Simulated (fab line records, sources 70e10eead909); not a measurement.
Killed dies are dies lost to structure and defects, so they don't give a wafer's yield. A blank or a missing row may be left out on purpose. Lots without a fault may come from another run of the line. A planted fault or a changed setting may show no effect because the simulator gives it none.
fab line records | flow nand_harc
record lots=5 wafers=14 last_day=32
route steps=1302 shown A_CHANNEL_HOLE_D1@456
lots that met no fault: from a run of the same line without faults
start_h: hours from the record's first day to the start of the lot's first wafer shown | wait_h: hours since the lot's step before | " the same as in the row above | L1.1+2: a row that stands for several wafers | - no value, or no start given | * or withheld: withheld | < > ~ a bound
route shown NAME@n: a module of which the file shows steps, and the number in the route of the first | usual: mean/standard deviation of fault-free wafers | same: alike in all rows | chamber/n: place in a boat | sites: the reading at each site | _std_site: their standard deviation | _edge_site: outer sites' mean less inner sites' | radius_mm: how far each site lies from the wafer's centre | mask NAME#n: copy n | behind: the tool/chamber that last shaped the wafer | hold: why the lot was held/for how many hours/how that ended | device: the transistor (n, p or np) that didn't switch | end of line: the same wafers' tests at the end of the route | a step without rows: its recipe alone | killed: dies lost to structure and defects at the first sort, not the wafer's yield | map: a wafer's dies, x killed, . not, _ none there
set.NAME: the setting as run; set.NAME@STEP: as run at that earlier step | model.NAME: the simulator's own value behind a step, which no gauge read
lots at some steps of the route; a table a step, a row a wafer
services: from which hour (start_h, from the record's first day; less than 0 if before it) a tool's chamber was out of use, for how many hours, and why
## steps
# step NHARC_A_CHANNEL_HOLE_D1_COAT_04
# recipe spin_rpm=1500 resist_thk_nm=90
# step NHARC_A_CHANNEL_HOLE_D1_SOFTBAKE_05
# recipe temp_c=105 time_s=55
# step NHARC_A_CHANNEL_HOLE_D1_EBR_06
# step NHARC_A_CHANNEL_HOLE_D1_EXPOSE_07
# recipe na=1.35 target_cd_nm=100 sigma_outer=0.3 dose_mj=59.65 mask_id=HOLE_D1
# step NHARC_A_CHANNEL_HOLE_D1_PEB_08
# recipe peb_temp_c=100 peb_time_s=65
# step NHARC_A_CHANNEL_HOLE_D1_DEVELOP_09
# recipe develop_time_s=35 dev_temp_c=23
# step NHARC_A_CHANNEL_HOLE_D1_CD_MEAS_10
# recipe target_cd_nm=100 landing_energy_ev=500
# usual cd_nm=100.6/0.7
# same landing_energy_ev=500
# columns lot.wafer tool chamber start_h wait_h cd_nm
L174.1 cd_sem-03 0 173.51 - 101.0
L174.4 " 0 " " 100.9
L174.6 " 0 " " 100.8
L181.1 cd_sem-02 0 255.88 - 102.0
L181.4 " 0 " " 102.0
L181.5 " 0 " " 101.8
L188.2 cd_sem-03 0 321.15 - 100.3
L188.4 " 0 " " 99.5
L189.1 cd_sem-01 0 321.93 - 101.2
L189.2 " 0 " " 100.6
L189.4 " 0 " " 101.0
L196.1 cd_sem-03 0 396.66 - 100.5
L196.4 " 0 " " 100.2
L196.6 " 0 " " 101.0
# step NHARC_A_CHANNEL_HOLE_D1_OVL_MEAS_11
# usual overlay_x_nm=-0.2/0.73 overlay_y_nm=-0.2/0.79
# columns lot.wafer tool chamber start_h wait_h overlay_x_nm overlay_y_nm
L174.1 overlay-01 - 173.60 - -0.6 -1.4
L174.4 " - " " -0.3 -1.0
L174.6 " - " " -0.7 -1.2
L181.1 overlay-01 - 255.97 - 0.5 -1.1
L181.4 " - " " 0.6 -1.2
L181.5 " - " " 0.2 -1.5
L188.2 overlay-01 - 321.23 - 0.2 -0.5
L188.4 " - " " 0.8 -1.0
L189.1 overlay-01 - 322.01 - -0.5 0.7
L189.2 " - " " -0.4 0.2
L189.4 " - " " -0.2 0.5
L196.1 overlay-02 - 396.75 - -0.3 -0.5
L196.4 " - " " -0.3 -0.9
L196.6 " - " " -0.6 -1.4
# step NHARC_A_CHANNEL_HOLE_D1_INSPECT_12
# usual raw_defect_count=6.1/2.8
# columns lot.wafer tool chamber start_h wait_h raw_defect_count
L174.1 defect_inspect-02 - 173.64 0.0 10
L174.4 " - " " 9
L174.6 " - " " 5
L181.1 defect_inspect-02 - 256.01 0.0 7
L181.4 " - " " 8
L181.5 " - " " 6
L188.2 defect_inspect-02 - 321.27 0.0 4
L188.4 " - " " 9
L189.1 defect_inspect-01 - 322.05 0.0 3
L189.2 " - " " 8
L189.4 " - " " 4
L196.1 defect_inspect-01 - 396.79 0.0 6
L196.4 " - " " 8
L196.6 " - " " 7
# step NHARC_A_CHANNEL_HOLE_D1_DESCUM_15
# recipe time_s=3 o2_flow_sccm=200 ar_flow_sccm=0 bias_power_w=0 chemistry=O2
# usual drypump_motor_current_A=5.8/0.46 oes_product_au=0.998/0.013 rf_vpp_V=57.9/0.84 showerhead_plenum_p_Torr=1.92/0.064 throttle_valve_pct=11.312/0.0093
# same time_s=3
# columns lot.wafer tool chamber start_h wait_h drypump_motor_current_A oes_product_au rf_hours_counter_h rf_vpp_V showerhead_plenum_p_Torr throttle_valve_pct
L174.4 rie_diel-06 3 173.89 0.2 5.2 0.993 12 57.2 1.92 11.300
L174.1 " 0 " " 6.0 0.998 13 58.9 1.95 11.313
L174.6 " 1 " " 5.8 0.994 - 59.0 1.90 11.304
L181.1 rie_diel-13 2 256.10 0.1 6.3 0.976 5 58.9 1.88 11.304
L181.4 " 3 " " 5.3 1.005 6 58.9 1.99 11.310
L181.5 " 0 " " 5.5 0.996 - 56.7 1.88 11.315
L188.4 rie_diel-13 3 321.33 0.1 5.3 0.987 13 59.0 1.99 11.306
L188.2 " 1 " " 6.5 1.005 10 57.0 1.89 11.305
L189.2 rie_diel-05 3 322.11 0.1 5.5 1.000 26 57.9 1.91 11.309
L189.4 " 0 " " 5.6 1.031 27 59.0 1.86 11.306
L189.1 " 1 " " 6.3 1.013 29 59.6 2.05 11.306
L196.4 rie_diel-13 2 396.86 0.1 6.2 1.000 3 55.7 1.88 11.305
L196.1 " 3 " " 5.3 0.989 3 57.1 1.99 11.311
L196.6 " 0 " " 5.5 0.999 - 58.6 1.87 11.304
# step NHARC_A_CHANNEL_HOLE_D1_ETCH_38
# recipe target_depth_a=390 over_etch_frac=0.3 time_s=65 ion_energy_ev=80 cf4_flow_sccm=150 ar_flow_sccm=0 rf_w=300 bias_w=100 chemistry=CF4
# usual drypump_motor_current_A=5.9/0.47 oes_product_au=0.999/0.013 rf_vpp_V=151.2/1.1 showerhead_plenum_p_Torr=1.77/0.055 throttle_valve_pct=13.285/0.0084
# same over_etch_frac=0.3 time_s=65
# columns lot.wafer tool chamber start_h wait_h drypump_motor_current_A oes_product_au rf_hours_counter_h rf_vpp_V showerhead_plenum_p_Torr throttle_valve_pct
L174.4 rie_diel-06 3 173.96 0.1 5.2 0.996 12 150.6 1.77 13.288
L174.1 " 0 " " 6.1 1.000 13 151.3 1.80 13.282
L174.6 " 2 " " 5.3 1.003 - 151.0 1.82 13.272
L181.4 rie_diel-13 0 256.17 0.1 5.5 0.983 5 151.1 1.74 13.302
L181.1 " 2 " " 6.2 0.975 5 151.9 1.74 13.285
L181.5 " 0 " " 5.5 0.988 - 153.2 1.74 13.286
L188.2 rie_diel-13 2 321.43 0.1 6.2 0.999 11 150.3 1.74 13.279
L188.4 " 3 " " 5.3 0.989 13 153.2 1.83 13.299
L189.2 rie_diel-05 2 322.20 0.1 5.7 1.010 26 153.5 1.90 13.283
L189.4 " 3 " " 5.5 1.009 26 151.2 1.76 13.289
L189.1 " 1 " " 6.3 0.995 29 151.6 1.88 13.279
L196.4 rie_diel-13 0 396.93 0.1 5.4 0.999 3 151.2 1.73 13.298
L196.1 " 2 " " 6.3 1.008 3 150.4 1.74 13.289
L196.6 " 0 " " 5.4 0.994 - 151.8 1.73 13.288
# step NHARC_A_CHANNEL_HOLE_D1_ETCH_39
# recipe target_depth_a=2600 over_etch_frac=0.3 time_s=325 ion_energy_ev=200 n2_flow_sccm=150 h2_flow_sccm=150 ar_flow_sccm=0 rf_w=400 bias_w=150 chemistry=N2/H2
# usual drypump_motor_current_A=5.8/0.47 oes_product_au=1.000/0.013 rf_vpp_V=430.6/2 showerhead_plenum_p_Torr=2.04/0.067 throttle_valve_pct=14.171/0.0096
# same over_etch_frac=0.3 time_s=325
# columns lot.wafer tool chamber start_h wait_h drypump_motor_current_A oes_product_au rf_hours_counter_h rf_vpp_V showerhead_plenum_p_Torr throttle_valve_pct
L174.1 rie_diel-06 3 - - 5.2 0.996 13 430.1 2.05 14.171
L174.4 " 1 " " 5.9 1.005 16 430.3 2.02 14.164
L174.6 " 2 " " 5.3 0.997 - 432.4 2.11 14.181
L181.1 rie_diel-13 2 - - 6.3 0.986 5 430.3 2.00 14.150
L181.4 " 0 " " 5.5 0.984 5 429.4 2.00 14.177
L181.5 " 2 " " 6.3 0.984 - 430.5 2.00 14.170
L188.2 rie_diel-13 0 - - 5.4 0.980 12 429.0 2.00 14.184
L188.4 " 2 " " 6.3 0.997 12 428.1 2.00 14.172
L189.2 rie_diel-05 0 - - 5.6 1.032 27 427.9 1.98 14.189
L189.1 " 1 " " 6.3 1.004 29 434.8 2.18 14.179
L189.4 " 2 " " 5.7 1.015 26 434.7 2.21 14.158
L196.4 rie_diel-13 2 - - 6.3 1.004 3 429.9 2.00 14.176
L196.1 " 0 " " 5.5 1.001 3 429.3 2.00 14.186
L196.6 " 1 " " 6.5 1.000 - 430.4 2.01 14.162
# step NHARC_A_CHANNEL_HOLE_D1_ETCH_34
# recipe target_depth_a=1540 time_s=77 cf4_flow_sccm=100 chf3_flow_sccm=30 ar_flow_sccm=0 rf_w=500 bias_w=200 chemistry=CF4/CHF3
# usual drypump_motor_current_A=5.8/0.46 oes_product_au=0.943/0.026 rf_vpp_V=370.8/2 showerhead_plenum_p_Torr=1.58/0.051 throttle_valve_pct=16.802/0.0097
# same time_s=77
# columns lot.wafer tool chamber start_h wait_h drypump_motor_current_A oes_product_au rf_hours_counter_h rf_vpp_V showerhead_plenum_p_Torr throttle_valve_pct
L174.4 rie_diel-06 3 176.30 - 5.2 0.956 15 370.0 1.58 16.787
L174.1 " 1 " " 5.9 0.942 17 367.8 1.56 16.805
L174.6 " 3 " " 5.2 0.957 - 369.3 1.58 16.804
L181.1 rie_diel-13 0 256.52 - 5.5 0.916 5 370.5 1.55 16.795
L181.4 " 1 " " 6.5 0.973 4 370.6 1.56 16.794
L181.5 " 0 " " 5.5 0.910 - 369.0 1.54 16.787
L188.2 rie_diel-13 3 321.76 - 5.3 0.909 13 374.5 1.63 16.811
L188.4 " 0 " " 5.5 0.821 12 370.0 1.54 16.803
L189.1 rie_diel-05 3 322.54 - 5.5 0.970 26 369.6 1.57 16.792
L189.2 " 0 " " 5.6 0.989 27 369.2 1.53 16.798
L189.4 " 2 " " 5.7 0.990 26 375.0 1.69 16.814
L196.4 rie_diel-13 1 397.29 - 6.6 0.963 2 368.9 1.55 16.813
L196.1 " 2 " " 6.2 0.976 3 369.3 1.55 16.804
L196.6 " 0 " " 5.4 0.954 - 369.0 1.54 16.814
# step NHARC_A_CHANNEL_HOLE_D1_ETCH_16
# recipe target_depth_a=31000 over_etch_frac=0.3 time_s=806 ion_energy_ev=150 o2_flow_sccm=400 cos_flow_sccm=20 ar_flow_sccm=0 rf_w=500 bias_w=300 chemistry=O2/COS
# usual drypump_motor_current_A=5.8/0.44 oes_product_au=1.000/0.012 rf_vpp_V=314.4/1.6 showerhead_plenum_p_Torr=3.13/0.097 throttle_valve_pct=28.329/0.0087
# same over_etch_frac=0.3 time_s=806
# columns lot.wafer tool chamber start_h wait_h drypump_motor_current_A oes_product_au rf_hours_counter_h rf_vpp_V showerhead_plenum_p_Torr throttle_valve_pct
L174.1 rie_diel-06 0 - - 6.1 1.000 15 315.7 3.18 28.325
L174.4 " 2 " " 5.3 1.003 16 315.7 3.21 28.329
L174.6 " 1 " " 5.9 1.005 - 314.2 3.10 28.327
L181.4 rie_diel-13 0 - - 5.5 0.995 5 313.9 3.06 28.341
L181.1 " 1 " " 6.5 1.018 4 315.3 3.09 28.339
L181.5 " 3 " " 5.4 0.994 - 315.4 3.24 28.330
L188.2 rie_diel-13 3 - - 5.3 1.006 13 315.9 3.24 28.323
L188.4 " 1 " " 6.5 1.005 10 313.1 3.08 28.328
L189.4 rie_diel-05 3 - - 5.5 1.004 26 314.2 3.11 28.341
L189.1 " 0 " " 5.7 1.023 27 313.5 3.04 28.336
L189.2 " 1 " " 6.4 1.003 30 317.4 3.33 28.340
L196.4 rie_diel-13 2 - - 6.3 0.992 3 312.3 3.07 28.333
L196.1 " 1 " " 6.5 1.000 2 312.7 3.08 28.313
L196.6 " 2 " " 6.3 1.001 - 313.4 3.07 28.341
## services
# columns tool chamber start_h hours kind
rie_diel-13 - 165.23 9.0 pm
rie_diel-13 0 165.23 9.0 vent_cycle
rie_diel-13 1 165.23 9.0 vent_cycle
rie_diel-13 2 165.23 9.0 vent_cycle
rie_diel-13 3 165.23 9.0 vent_cycle
rie_diel-13 0 174.23 - clean
rie_diel-13 1 174.23 - clean
rie_diel-13 2 174.23 - clean
rie_diel-13 3 174.23 - clean
rie_diel-13 1 187.75 21.0 repair
rie_diel-13 2 197.62 2.8 repair
rie_diel-13 0 198.73 - clean
rie_diel-13 3 198.73 - clean
rie_diel-06 3 216.75 16.1 repair
rie_diel-06 0 219.09 15.8 repair
rie_diel-13 0 223.23 - clean
rie_diel-13 1 223.23 - clean
rie_diel-05 - 229.64 9.0 pm
rie_diel-06 - 308.02 9.0 pm
rie_diel-13 2 310.75 4.6 repair
rie_diel-05 0 314.67 5.5 repair
rie_diel-13 - 342.23 9.0 pm
rie_diel-13 - 362.84 3.2 repair
rie_diel-13 1 386.99 5.9 repair
## key
first_sign step=NHARC_A_CHANNEL_HOLE_D1_ETCH_34 reading=oes_product_au direction=down sigmas=4.7 usual=0.943 struck=0.821
effect none on later readings
met_at NHARC_A_CHANNEL_HOLE_D1_ETCH_34
struck_wafers L188.4
later_rows_left_out L188.4
sort_left_out L188.4
tester_left_out L188
onset_between 256.52 321.76
fault kind=process_parameter_drift tool=rie_diel-13 chamber=- onset_h=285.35 steps=NHARC_A_CHANNEL_HOLE_D1_ETCH_34 channel=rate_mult offset=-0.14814 shape=step end_h=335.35 scope=struck_wafers_only
# tester_left_out: of these lots the tester's yield and bins aren't shown, on N5 and GAA mostly nor the transistor test; their killed dies are dies lost to structure and defects alone, not to doping, threshold or leakage, so they don't give the yield
# sort_left_out: the simulated sort isn't trusted on such a fault, so these wafers' sort isn't shown, and their yield isn't known
# later_rows_left_out: the simulator's readings of these wafers behind a module that went badly wrong aren't trusted and aren't shown, but for the sort
